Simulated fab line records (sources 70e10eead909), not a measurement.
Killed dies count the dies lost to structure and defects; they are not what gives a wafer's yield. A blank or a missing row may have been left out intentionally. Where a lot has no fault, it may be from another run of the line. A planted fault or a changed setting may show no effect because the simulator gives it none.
Struck lot and sound lot, side by side -- flow nand harc -- 15 steps out of a route of 1159
Sound: wafers L523.1, L523.2, L523.5. Struck: wafers L519.2, L519.3, L519.5. Last of all comes the cause.
At each step with rows: each side's tool, then ch and its chambers, then its first start. Under that, the readings that differ: sound wafers -- struck wafers -- difference of the means -- sigmas: that difference in standard deviations of wafers without a fault.
alike: words and numbers the same on both sides, and readings whose means are apart by under 2 such deviations; not compared: readings that were withheld, readings missing a value for some wafer, numbers with overlapping values and no deviation given by the record, and bounds like >300 which may hide the same value.
A row with sigmas, a row that says differs or no value, or rows on one side alone: a step with any of these is where the two part. When numbers do not overlap yet have no deviation, they are printed without sigmas and do not part them. Lack of a reading on every wafer of one side parts them only where that side has two or more wafers.

first, 3 steps without rows for these wafers: NHARC_A_CHANNEL_HOLE_D1_STRIP_41 (strips in N2/H2); NHARC_A_CHANNEL_HOLE_D1_STRIP_42 (strips in CF4/CHF3); NHARC_A_CHANNEL_HOLE_D1_STRIP_43 (strips in O2/COS).
NHARC_A_CHANNEL_HOLE_D1_ETCH_44: etches the open film in CF4/O2, target depth 140 nm, overetch 14 nm, time 77 s.
  sound on rie diel-02 ch 0,1,2, day 10 09:47; struck on rie diel-02 ch 0,1,3, day 9 21:27
  alike: drypump motor current A, oes product au, rf vpp V, showerhead plenum p Torr, throttle valve pct
  not compared: rf hours counter h
NHARC_A_CHANNEL_HOLE_D1_STRIP_27: strips in O2.
  sound: rie diel-02 ch 1,3; struck: rie diel-02 ch 0,1,3
  alike: drypump motor current A, oes product au, rf vpp V, showerhead plenum p Torr, throttle valve pct
  not compared: rf hours counter h
then, 2 steps without rows for these wafers: NHARC_A_CHANNEL_HOLE_D1_PRECLEAN_28 (cleans in SC1); NHARC_A_CHANNEL_HOLE_D1_SRD_29.
NHARC_A_CHANNEL_HOLE_D1_CD_MEAS_30:
  sound: cd sem-02 at day 10 10:35; struck: cd sem-02 at day 9 22:34
  alike: cd nm
NHARC_A_CHANNEL_HOLE_D1_XSEM_31:
  sound on xsem-01 ch 0, day 10 10:41; struck on xsem-01 ch 0, day 9 22:39
  alike: bot cd nm, bow nm, tilt deg
NHARC_A_CHANNEL_HOLE_D1_INSPECT_40:
  sound: defect inspect-01 at day 10 10:47; struck: defect inspect-01 at day 9 22:44
  alike: raw defect count
then, 2 steps without rows for these wafers: NHARC_A_CHANNEL_FILL_D1_PRECLEAN_00 (cleans in SC1); NHARC_A_CHANNEL_FILL_D1_SRD_01.
NHARC_A_CHANNEL_FILL_D1_ALD_02: deposits SiO2, target thk 6 nm, pulse time 10 s, ald cycles 60.
  sound on ald hk-03 ch 0,1,2, day 10 12:04; struck on ald hk-02 ch 2,3, day 9 22:56
  no value came back on the struck wafers for ald cycles, heater power outer w (W), heater power w (W), precursor pulse height rel; on the sound wafers ald cycles reads 60 60 60
NHARC_A_CHANNEL_FILL_D1_ALD_03: deposits SiNx, target thk 6 nm, pulse time 60 s, ald cycles 58.
  sound: ald sin batch-03 ch 0; struck: ald sin batch-03 ch 0
  alike: chamber pressure Torr, precursor pulse height rel
-- break in the record here, with 12 days between the starts of the struck wafers on either side (left off in module A_CHANNEL_FILL_D1, picked up again in module END, where the first step shown is number 1159 on the route) --
NHARC_END_SORT_01:
  the record has rows for the struck wafers here (prober-02 ch 0, day 21 13:41) and none for the sound ones

WHERE THEY PART
First at NHARC_A_CHANNEL_FILL_D1_ALD_02; last, within this record, at NHARC_END_SORT_01.

WHY: the cause the simulator had injected
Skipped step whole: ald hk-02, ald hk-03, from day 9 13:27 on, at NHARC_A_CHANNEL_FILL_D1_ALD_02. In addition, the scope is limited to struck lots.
